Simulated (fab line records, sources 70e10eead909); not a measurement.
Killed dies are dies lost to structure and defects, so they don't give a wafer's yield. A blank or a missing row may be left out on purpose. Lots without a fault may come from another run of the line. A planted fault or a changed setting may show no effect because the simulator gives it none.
A struck lot beside a sound one | flow nand_harc | 14 steps out of a route of 1302
Sound: wafers L859.1, L859.2, L859.5. Struck: wafers L868.2, L868.3. (L868.1 of the same lot was not struck and is left out.) The cause comes at the end.
At each step with rows: each side's tool, then ch and its chambers, then its first start. Under that, the readings that differ: sound wafers | struck wafers | difference of the means | sigmas: that difference in standard deviations of wafers without a fault.
alike: readings whose means differ by less than 2 such deviations, and words and numbers that are the same on both sides. not compared: withheld readings, readings that some wafer has no value for, bounds like >300 that may hide the same value, and numbers for which the record gives no deviation and whose values overlap.
The two part at a step that has a row with sigmas, a row that says differs or no value, or rows on one side only. Numbers that don't overlap but have no deviation are shown without sigmas and don't part them. A reading that every wafer of one side lacks parts them only if that side has two wafers or more.

NHARC_A_CHANNEL_HOLE_D2_CD_MEAS_31:
  sound on cd_sem-03, day 14 14:55; struck on cd_sem-02, day 18 17:24
  alike: cd_nm
NHARC_A_CHANNEL_HOLE_D2_XSEM_32:
  sound on xsem-01 ch 0, day 14 15:01; struck on xsem-02 ch 0, day 18 17:29
  alike: bot_cd_nm, bow_nm, tilt_deg
NHARC_A_CHANNEL_HOLE_D2_INSPECT_40:
  sound on defect_inspect-02, day 14 15:07; struck on defect_inspect-02, day 18 17:35
  alike: raw_defect_count
then, 4 steps without rows for these wafers: NHARC_A_CHANNEL_FILL_D2_PRECLEAN_00 (cleans in SC1); NHARC_A_CHANNEL_FILL_D2_SRD_01; NHARC_A_CHANNEL_FILL_D2_ALD_02 (deposits SiO2, target thk 6 nm, pulse time 10 s, ald cycles 60); NHARC_A_CHANNEL_FILL_D2_ALD_03 (deposits SiNx, target thk 6 nm, pulse time 60 s, ald cycles 58).
NHARC_A_CHANNEL_FILL_D2_ALD_14: deposits SiO2, target thk 2.5 nm, pulse time 10 s, ald cycles 25.
  sound on ald_hk-03 ch 0,1,3, day 14 22:22; struck on ald_hk-04 ch 0,3, day 19 00:47
  alike: heater_power_w, precursor_pulse_height_rel, susceptor_temp_C
NHARC_A_CHANNEL_FILL_D2_ALD_15: deposits SiNx, target thk 2 nm, pulse time 60 s, ald cycles 19.
  sound on ald_sin_batch-01 ch 0; struck on ald_sin_batch-03 ch 0
  alike: precursor_pulse_height_rel
  not compared: susceptor_temp_C
NHARC_A_CHANNEL_FILL_D2_ALD_16: deposits SiO2, target thk 1.5 nm, pulse time 10 s, ald cycles 15.
  sound on ald_hk-03 ch 0,1, day 15 03:27; struck on ald_hk-02 ch 0,2, day 19 05:56
  reading              | sound | struck        | difference                   | sigmas
  susceptor_temp_C (C) | - - - | 300.20 300.37 | no value on the sound wafers |
  alike: heater_power_w, precursor_pulse_height_rel
then, 2 steps without rows for these wafers: NHARC_A_CHANNEL_FILL_D2_ANNEAL_17 (time 1800 s); NHARC_A_CHANNEL_FILL_D2_CVD_18 (deposits poly-Si, target thk 3 nm).
NHARC_A_CHANNEL_FILL_D2_ETCHBACK_19: etches the open film in HBr/Cl2, target depth 5 nm, time 1.7 s.
  sound on rie_si-03 ch 1,2,3, day 15 16:29; struck on rie_si-01 ch 2,3, day 19 18:04
  reading               | sound             | struck      | difference | sigmas
  oes_product_au (a.u.) | 0.977 0.995 0.985 | 0.913 0.925 | -0.067     | -6
  alike: drypump_motor_current_A, rf_fwd_power_W, throttle_valve_pct
  not compared: rf_hours_counter_h
NHARC_A_CHANNEL_FILL_D2_ETCHBACK_20: etches the open film in C4F8/O2/Ar, target depth 27 nm, time 13.5 s.
  sound on rie_diel-10 ch 1,2,3, day 15 16:37; struck on rie_diel-09 ch 1,2, day 19 18:12
  alike: oes_product_au, rf_fwd_power_W, rf_vpp_V
  not compared: rf_hours_counter_h

WHERE THEY PART
First at NHARC_A_CHANNEL_FILL_D2_ALD_16; last, within this record, at NHARC_A_CHANNEL_FILL_D2_ETCHBACK_19. Later steps at which nothing parts them and some readings are alike: NHARC_A_CHANNEL_FILL_D2_ETCHBACK_20.

WHY: what the simulator had put in
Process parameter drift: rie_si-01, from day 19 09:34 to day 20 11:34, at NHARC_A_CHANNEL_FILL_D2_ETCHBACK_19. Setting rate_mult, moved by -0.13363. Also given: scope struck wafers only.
